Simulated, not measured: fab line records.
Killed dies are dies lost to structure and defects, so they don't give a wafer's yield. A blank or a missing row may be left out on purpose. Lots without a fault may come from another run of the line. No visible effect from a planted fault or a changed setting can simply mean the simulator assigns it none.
Matching of chambers || flow n5 finfet || N5_ILD0_LINER_00 on ald sin-02 has 4 sister chambers
The step material SiNx, target thk 4 nm, pulse time 1 s, purge time 2 s. 8 wafers are shown with their chamber, then 10 later ones without.

## WAFERS WITH THEIR CHAMBER
{"wafer": "L080.2", "chamber": 3, "heater power w (W)": 759, "susceptor temp C (C)": 400.02}
{"wafer": "L082.2", "chamber": 1, "heater power w (W)": 714, "susceptor temp C (C)": 399.59}
{"wafer": "L082.3", "chamber": 3, "heater power w (W)": 738, "susceptor temp C (C)": 399.84}
{"wafer": "L084.1", "chamber": 0, "heater power w (W)": 937, "susceptor temp C (C)": 400.10}
{"wafer": "L084.2", "chamber": 2, "heater power w (W)": 739, "susceptor temp C (C)": 399.99}
{"wafer": "L084.4", "chamber": 1, "heater power w (W)": 706, "susceptor temp C (C)": 400.15}
{"wafer": "L086.2", "chamber": 0, "heater power w (W)": 954, "susceptor temp C (C)": 400.15}
{"wafer": "L086.3", "chamber": 2, "heater power w (W)": 745, "susceptor temp C (C)": 400.19}

## WAFERS WHOSE CHAMBER IS MISSING
{"wafer": "L086.4", "heater power w (W)": 732, "susceptor temp C (C)": 399.78}
{"wafer": "L089.2", "heater power w (W)": 744, "susceptor temp C (C)": 400.21}
{"wafer": "L089.3", "heater power w (W)": 723, "susceptor temp C (C)": 400.24}
{"wafer": "L089.6", "heater power w (W)": 731, "susceptor temp C (C)": 400.17}
{"wafer": "L090.4", "heater power w (W)": 768, "susceptor temp C (C)": 400.27}
{"wafer": "L090.5", "heater power w (W)": 700, "susceptor temp C (C)": 400.19}
{"wafer": "L090.6", "heater power w (W)": 750, "susceptor temp C (C)": 399.58}
{"wafer": "L092.1", "heater power w (W)": 954, "susceptor temp C (C)": 400.07}
{"wafer": "L092.2", "heater power w (W)": 750, "susceptor temp C (C)": 400.19}
{"wafer": "L092.4", "heater power w (W)": 707, "susceptor temp C (C)": 399.91}

## EACH ONE'S CHAMBER
{"wafer": "L086.4", "from the rows above": "can't be placed: 2 or 3 or 1", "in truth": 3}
{"wafer": "L089.2", "from the rows above": "can't be placed: 2 or 3", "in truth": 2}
{"wafer": "L089.3", "from the rows above": "can't be placed: 2 or 1 or 3", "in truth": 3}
{"wafer": "L089.6", "from the rows above": "can't be placed: 2 or 3 or 1", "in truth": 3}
{"wafer": "L090.4", "from the rows above": "can't be placed: 3 or 2", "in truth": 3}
{"wafer": "L090.5", "from the rows above": 1, "in truth": 1}
{"wafer": "L090.6", "from the rows above": "can't be placed: 3 or 2", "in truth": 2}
{"wafer": "L092.1", "from the rows above": 0, "in truth": 0}
{"wafer": "L092.2", "from the rows above": "can't be placed: 2 or 3", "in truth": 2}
{"wafer": "L092.4", "from the rows above": 1, "in truth": 1}
Correct placement for 3 of the 10. These rows do not allow placing 7 (true chamber among the candidates in 7). 0 placed wrongly.
How it was worked out, from the rows above alone: a wafer's distance from a chamber is the root of the sum, over the readings, of the square of ((its reading less the chamber's mean) divided by the reading's scatter). The wafer belongs to the nearest chamber; if the next one is less than 2 further off, it can't be placed. For every chamber, the mean is computed from those of its wafers that are shown. How the scatter is found: for the shown wafers, subtract from each reading the mean of its chamber, square and add these, divide the total by (wafers less chambers), then take the root.
